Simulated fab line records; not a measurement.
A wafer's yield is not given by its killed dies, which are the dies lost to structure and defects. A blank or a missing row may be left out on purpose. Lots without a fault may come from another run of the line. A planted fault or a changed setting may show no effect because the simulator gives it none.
fab line records	flow n5_finfet
record lots=11	wafers=33	last_day=19
route steps=1938 shown BEOL_M5@1183 BEOL_M6@1211 PASSIVATION@1936
lots with no fault: from the same line, run without faults
start_h: the number of hours between the record's first day and the start of the first shown wafer of the lot	wait_h: time in hours since the lot's previous step	" identical to the entry in the row above	L1.1+2: one row covering several wafers at once	- no value, or no start was given	* or withheld: withheld	< > ~ a bound
route shown NAME@n: names a module that has steps shown in the file, with the first one's number in the route	usual: the fault-free wafers' mean and standard deviation	same: alike in all rows	chamber/n: place in a boat	sites: readings site by site	_std_site: their standard deviation	_edge_site: inner sites' mean taken away from outer sites' mean	radius_mm: how far each site lies from the wafer's centre	mask NAME#n: copy n	behind: tool/chamber where the wafer was last shaped	hold: the reason the lot was held/the length of the hold in hours/how it ended	device: which transistor (n, p or np) failed to switch	end of line: tests of these same wafers at the route's end	where a step has no rows: the recipe by itself	killed: dies that structure and defects cost at the first sort, which is not the same as the wafer's yield	map: shows each die of a wafer: x if killed, . if not, _ if none is there
set.NAME: the setting the step ran with; set.NAME@STEP: the setting that earlier step ran with	model.NAME: the simulator's own value behind a step, which no gauge read
route steps across a sampled set of lots; one table per step, one row per wafer
services: the hour from which a tool's chamber was out of use, counted from the record's first day as start_h (under 0 if before that day), plus the number of hours and why
## steps
# step N5_BEOL_M5_SPUTTER_90
# recipe material=Cu	target_thk_a=45	temp_c=-20	chamber_pressure_pa=0.07	power_w=withheld	time_s=8.29
# usual chuck_gas_flow_sccm=1.26/0.048	throttle_valve_pct=29.6/1.1
lot.wafer	tool	chamber	start_h	wait_h	chuck_gas_flow_sccm	throttle_valve_pct
L469.1	pvd_sputter-01	-	246.19	0.5	1.27	31.0
L469.2	"	-	"	"	1.29	28.8
L469.5	"	-	"	"	1.25	29.9
L470.1	pvd_sputter-03	-	252.41	0.5	1.22	29.5
L470.3	"	-	"	"	1.33	28.2
L470.5	"	-	"	"	1.24	27.8
L474.1	pvd_sputter-03	-	270.57	0.5	1.25	28.9
L474.3	"	-	"	"	1.22	29.3
L474.4	"	-	"	"	1.24	27.9
L472.3	pvd_sputter-02	-	271.02	0.5	1.24	28.5
L472.5	"	-	"	"	1.32	28.6
L472.6	"	-	"	"	1.25	31.4
L477.2	pvd_sputter-02	-	298.47	0.5	1.35	30.4
L477.3	"	-	"	"	1.20	28.9
L477.6	"	-	"	"	1.20	30.2
L480.2	pvd_sputter-02	-	302.90	0.5	1.19	28.2
L480.4	"	-	"	"	1.21	30.2
L480.5	"	-	"	"	1.28	28.8
L485.1	pvd_sputter-01	-	336.77	0.5	1.26	31.3
L485.3	"	-	"	"	1.24	28.7
L485.5	"	-	"	"	1.36	29.9
L484.1	pvd_sputter-03	-	336.79	0.5	1.18	27.7
L484.2	"	-	"	"	1.21	29.2
L484.5	"	-	"	"	1.24	28.2
L483.1	pvd_sputter-02	-	344.32	0.5	1.15	31.2
L483.4	"	-	"	"	1.30	28.7
L483.6	"	-	"	"	1.29	28.4
L488.1	pvd_sputter-03	-	368.77	0.5	1.27	28.9
L488.2	"	-	"	"	1.21	28.1
L488.3	"	-	"	"	1.19	29.3
L487.1	pvd_sputter-03	-	374.18	0.5	1.21	29.1
L487.2	"	-	"	"	1.22	30.6
L487.4	"	-	"	"	1.25	29.1
# step N5_BEOL_M5_RS_MEAS_57
# recipe thk_meas_gauge=four-point-probe	reads=Co_of_BEOL_M5_CO_CAP_78+Cu_of_BEOL_M5_ECD_50+Co_of_BEOL_M5_CVD_47+TaN_of_BEOL_M5_ALD_86
# usual M5_RS=0.387/0.012
lot.wafer	tool	chamber	start_h	wait_h	M5_RS[ohm/sq]
L469.1	film_metro-01	-	247.25	0.0	0.365
L469.2	"	-	"	"	0.385
L469.5	"	-	"	"	0.371
L470.1	film_metro-01	-	253.47	0.0	0.375
L470.3	"	-	"	"	0.384
L470.5	"	-	"	"	0.363
L474.1	film_metro-02	-	271.71	0.0	0.381
L474.3	"	-	"	"	0.372
L474.4	"	-	"	"	0.368
L472.3	film_metro-01	-	272.30	0.1	0.411
L472.5	"	-	"	"	0.416
L472.6	"	-	"	"	0.384
L477.2	film_metro-01	-	299.53	0.1	0.384
L477.3	"	-	"	"	0.395
L477.6	"	-	"	"	0.383
L480.2	film_metro-02	-	303.96	0.1	0.391
L480.4	"	-	"	"	0.383
L480.5	"	-	"	"	0.391
L485.1	film_metro-02	-	337.93	0.0	0.372
L485.3	"	-	"	"	0.394
L485.5	"	-	"	"	0.373
L484.1	film_metro-01	-	338.05	0.0	0.394
L484.2	"	-	"	"	0.382
L484.5	"	-	"	"	0.381
L483.1	film_metro-01	-	346.13	0.0	0.378
L483.4	"	-	"	"	0.376
L483.6	"	-	"	"	0.372
L488.1	film_metro-02	-	369.91	0.0	0.376
L488.2	"	-	"	"	0.400
L488.3	"	-	"	"	0.392
L487.1	film_metro-01	-	375.61	0.0	0.388
L487.2	"	-	"	"	0.384
L487.4	"	-	"	"	0.370
# step N5_BEOL_M6_ETCH_61
# recipe chemistry=CF4	target=SiARC	target_depth_a=455	mask_material=CAR-ArF	time_s=75.8	ion_energy_ev=80	pressure_mtorr=40	source_w=545	bias_w=36	Ar_flow_sccm=100	cf4_flow_sccm=100	ends=cleared
# usual cf4_flow_sccm=100.0/0.32	drypump_motor_current_A=5.8/0.43	etch_rf_on_time_s=75.6/0.89	oes_product_au=0.66/0.061	rf_vpp_V=184.5/1	showerhead_plenum_p_Torr=2.17/0.051	throttle_valve_pct=15.66/0.18
lot.wafer	tool	chamber	start_h	wait_h	cf4_flow_sccm	drypump_motor_current_A	etch_rf_on_time_s	oes_product_au	rf_hours_counter_h	rf_vpp_V	showerhead_plenum_p_Torr	throttle_valve_pct
L469.1	rie_diel-06	1	249.51	0.0	100.2	5.7	75.3	0.71	81	185.6	2.16	15.64
L469.2	"	3	"	"	100.1	5.9	75.2	0.64	159	185.1	2.13	15.57
L469.5	"	3	"	"	100.0	5.8	75.3	0.64	-	184.9	2.13	15.58
L470.1	rie_diel-04	0	256.60	0.0	100.2	6.4	74.2	0.76	30	185.8	2.27	15.50
L470.3	"	3	"	"	100.2	6.5	75.8	0.63	203	186.5	2.21	15.53
L470.5	"	3	"	"	99.7	6.4	76.1	0.63	-	185.2	2.21	15.51
L474.1	rie_diel-06	2	273.96	0.0	99.3	5.1	75.1	0.62	199	185.4	2.22	15.60
L474.3	"	3	"	"	99.9	5.9	76.5	0.62	165	183.6	2.13	15.59
L474.4	"	0	"	"	100.2	5.9	75.3	0.62	209	185.6	2.12	15.87
L472.3	rie_diel-06	0	274.68	0.0	100.1	6.0	87.2	0.56	210	184.0	2.12	15.88
L472.5	"	3	"	"	100.6	5.9	87.1	0.58	-	184.4	2.13	15.61
L472.6	"	2	"	"	100.6	5.1	74.3	0.62	-	186.3	2.22	15.57
L477.2	rie_diel-04	1	303.59	0.0	100.1	5.3	75.7	0.66	135	183.4	2.14	15.40
L477.3	"	3	"	"	100.3	6.5	76.1	0.62	213	182.9	2.21	15.54
L477.6	"	1	"	"	99.9	5.3	76.4	0.65	-	185.0	2.14	15.40
L480.2	rie_diel-01	1	305.99	0.0	100.2	5.8	75.6	0.67	122	183.6	2.15	15.62
L480.4	"	2	"	"	100.4	6.2	75.5	0.68	102	183.6	2.08	15.77
L480.5	"	1	"	"	99.9	5.8	75.5	0.68	-	184.7	2.15	15.61
L484.1	rie_diel-04	3	340.23	0.0	99.8	6.5	77.2	0.61	230	185.3	2.20	15.55
L484.2	"	0	"	"	100.5	6.4	75.5	0.72	67	186.2	2.26	15.59
L484.5	"	2	"	"	99.8	5.4	75.6	0.84	-	186.5	2.18	15.67
L485.1	rie_diel-04	3	340.60	0.0	100.4	6.5	76.8	0.61	230	186.3	2.20	15.56
L485.3	"	0	"	"	99.6	6.4	74.8	0.72	67	185.6	2.26	15.57
L485.5	"	1	"	"	99.6	5.3	76.8	0.64	-	185.0	2.13	15.42
L483.1	rie_diel-01	3	348.03	0.0	100.1	5.6	76.4	0.61	194	183.0	2.13	15.86
L483.4	"	0	"	"	100.0	5.7	76.0	0.67	117	185.7	2.23	15.69
L483.6	"	1	"	"	100.0	5.8	75.5	0.66	-	184.3	2.14	15.63
L488.1	rie_diel-01	0	373.06	0.0	100.3	5.8	77.8	0.65	125	184.5	2.23	15.70
L488.2	"	1	"	"	99.5	5.8	76.9	0.66	145	183.9	2.14	15.63
L488.3	"	2	"	"	100.5	6.2	76.3	0.66	131	182.3	2.07	15.82
L487.1	rie_diel-04	2	379.67	0.0	100.0	5.4	74.5	0.79	15	184.2	2.18	15.71
L487.2	"	3	"	"	99.6	6.5	76.3	0.60	244	184.8	2.19	15.59
L487.4	"	1	"	"	99.9	5.3	76.2	0.63	166	184.9	2.13	15.46
# step N5_BEOL_M6_CD_MEAS_18
# recipe pitch_nm=80	target_cd_nm=40
# usual cd_nm=40.0/0.49
lot.wafer	tool	chamber	start_h	wait_h	cd_nm
L469.1	cd_sem-01	-	249.93	0.0	40.0
L469.2	"	-	"	"	40.1
L469.5	"	-	"	"	39.7
L470.1	cd_sem-03	-	257.07	0.0	39.6
L470.3	"	-	"	"	39.9
L470.5	"	-	"	"	39.8
L474.1	cd_sem-01	-	274.68	0.0	39.2
L474.3	"	-	"	"	38.8
L474.4	"	-	"	"	39.4
L472.3	cd_sem-01	-	275.28	0.1	39.9
L472.5	"	-	"	"	40.4
L472.6	"	-	"	"	40.4
L477.2	cd_sem-03	-	304.02	0.1	40.1
L477.3	"	-	"	"	39.6
L477.6	"	-	"	"	40.1
L480.2	cd_sem-02	-	306.41	0.1	40.0
L480.4	"	-	"	"	40.2
L480.5	"	-	"	"	40.2
L484.1	cd_sem-01	-	340.66	0.0	41.2
L484.2	"	-	"	"	41.1
L484.5	"	-	"	"	40.3
L485.1	cd_sem-03	-	341.17	0.0	39.2
L485.3	"	-	"	"	39.5
L485.5	"	-	"	"	40.1
L483.1	cd_sem-03	-	348.46	0.0	40.2
L483.4	"	-	"	"	39.3
L483.6	"	-	"	"	39.7
L488.1	cd_sem-03	-	373.50	0.0	40.2
L488.2	"	-	"	"	40.2
L488.3	"	-	"	"	40.3
L487.1	cd_sem-03	-	380.09	0.0	39.5
L487.2	"	-	"	"	39.6
L487.4	"	-	"	"	40.3
# step N5_PASSIVATION_PROBE_49
# usual defect_limited_yield=91.2/1.3	killed_at_M0_to_M3=34/9.2	killed_at_M4_up=14/5	killed_at_contacts=13/6.7	killed_at_front_end=39/12	killed_at_other=4/3.3	killed_dies=104/15	killed_open=68/12	killed_short=34/7.5	sort_bin_5_function=5.2/0.87	sort_bin_6_memory=3.3/0.63	sort_n_pass=1076/15	sort_yield_pct=91.2/1.3
# same gross_dies=1180	killed_at_back_side=0	sort_bin_4_leakage[%]=0	sort_bin_8_speed[%]=0
lot.wafer	tool	chamber	start_h	wait_h	defect_limited_yield[%]	killed_at_M0_to_M3	killed_at_M4_up	killed_at_contacts	killed_at_front_end	killed_at_other	killed_dies	killed_open	killed_short	sort_bin_5_function[%]	sort_bin_6_memory[%]	sort_n_pass	sort_yield_pct[%]
L477.2	prober-02	-	385.19	0.1	92.4	15	17	20	36	2	90	70	19	4.7	2.8	1090	92.4
L477.6	prober-02	-	385.39	0.3	90.4	19	20	10	63	1	113	86	24	5.8	3.6	1067	90.4
L487.1	prober-01	-	461.53	0.0	91.4	36	18	8	39	1	102	58	41	4.7	3.5	1078	91.4
L487.2	prober-01	-	461.58	0.1	91.0	46	16	10	27	7	106	66	40	5.4	2.9	1074	91.0
L487.4	prober-01	-	461.68	0.2	92.3	30	16	15	28	2	91	66	25	4.6	3.1	1089	92.3
# killed by level:class
L477.2 MOL_CONTACT_COAG:geometric_particle:open=18 FIN_SAQP:geometric_particle:open=13 BEOL_M4:geometric_particle:open=9 STI_FIN_REVEAL:geometric_particle:open=5 DUMMY_GATE:geometric_particle:open=5 BEOL_M3:geometric_particle:open=4 FIN_SAQP:geometric_particle:short=3 BEOL_M0:geometric_particle:open=3
L477.6 FIN_SAQP:geometric_particle:open=27 BEOL_M4:geometric_particle:open=11 STI_FIN_REVEAL:geometric_particle:open=8 MOL_CONTACT_COAG:geometric_particle:open=8 DUMMY_GATE:geometric_particle:open=7 BEOL_M0_SAQP:geometric_particle:open=6 FIN_SAQP:geometric_particle:short=4 DUMMY_GATE:geometric_particle:short=4
L487.1 BEOL_M4:geometric_particle:open=14 BEOL_M0_SAQP:geometric_particle:short=12 STI_FIN_REVEAL:geometric_particle:open=10 BEOL_M0_SAQP:geometric_particle:open=9 MOL_CONTACT_COAG:geometric_particle:open=6 BEOL_M3:geometric_particle:open=6 STARTING-WAFER:geometric_particle:short=5 FIN_SAQP:geometric_particle:short=3
L487.2 BEOL_M0_SAQP:geometric_particle:short=13 BEOL_M0_SAQP:geometric_particle:open=12 BEOL_M3:geometric_particle:open=10 MOL_CONTACT_COAG:geometric_particle:open=8 FIN_SAQP:geometric_particle:open=5 BEOL_M4:geometric_particle:open=5 STI_FIN_REVEAL:geometric_particle:open=4 BEOL_M2:geometric_particle:open=4
L487.4 MOL_CONTACT_COAG:geometric_particle:open=11 STI_FIN_REVEAL:geometric_particle:open=8 BEOL_M0_SAQP:geometric_particle:short=7 BEOL_M0_SAQP:geometric_particle:open=7 BEOL_M1:geometric_particle:open=7 BEOL_M4:geometric_particle:open=6 MOL_CONTACT_COAG:geometric_particle:short=4 BEOL_M3:geometric_particle:open=4
## services
tool	chamber	start_h	hours	kind
rie_diel-01	-	234.77	2.8	pm
rie_diel-06	3	258.10	3.1	repair
rie_diel-04	3	260.32	20.8	repair
rie_diel-06	1	301.28	8.3	repair
rie_diel-06	-	310.71	2.8	pm
rie_diel-01	0	311.39	14.6	repair
rie_diel-04	2	317.65	-	clean
rie_diel-04	2	317.65	-	consumable_replace:focus_ring
rie_diel-04	2	317.65	19.5	scheduled_down
rie_diel-04	2	317.65	19.5	vent_cycle
rie_diel-01	1	323.83	2.3	repair
rie_diel-04	0	328.48	9.2	repair
rie_diel-01	1	337.50	9.0	repair
rie_diel-01	3	376.33	6.9	repair
rie_diel-06	0	377.94	8.3	repair
## key
first_sign step=N5_BEOL_M6_ETCH_61	reading=etch_rf_on_time_s	direction=up	sigmas=13	usual=*	struck=*
effect none on later readings
met_at N5_BEOL_M6_ETCH_61
struck_lots L472
struck_wafers L472.3,L472.5
not_acting_at N5_BEOL_M5_SPUTTER_90,N5_BEOL_M5_RS_MEAS_57,N5_BEOL_M6_CD_MEAS_18
onset_between 273.96 274.68
fault kind=process_parameter_drift	tool=rie_diel-06	chamber=-	onset_h=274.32	steps=N5_BEOL_M6_ETCH_61	channel=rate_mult	offset=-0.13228	shape=step	end_h=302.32	scope=struck_wafers_only
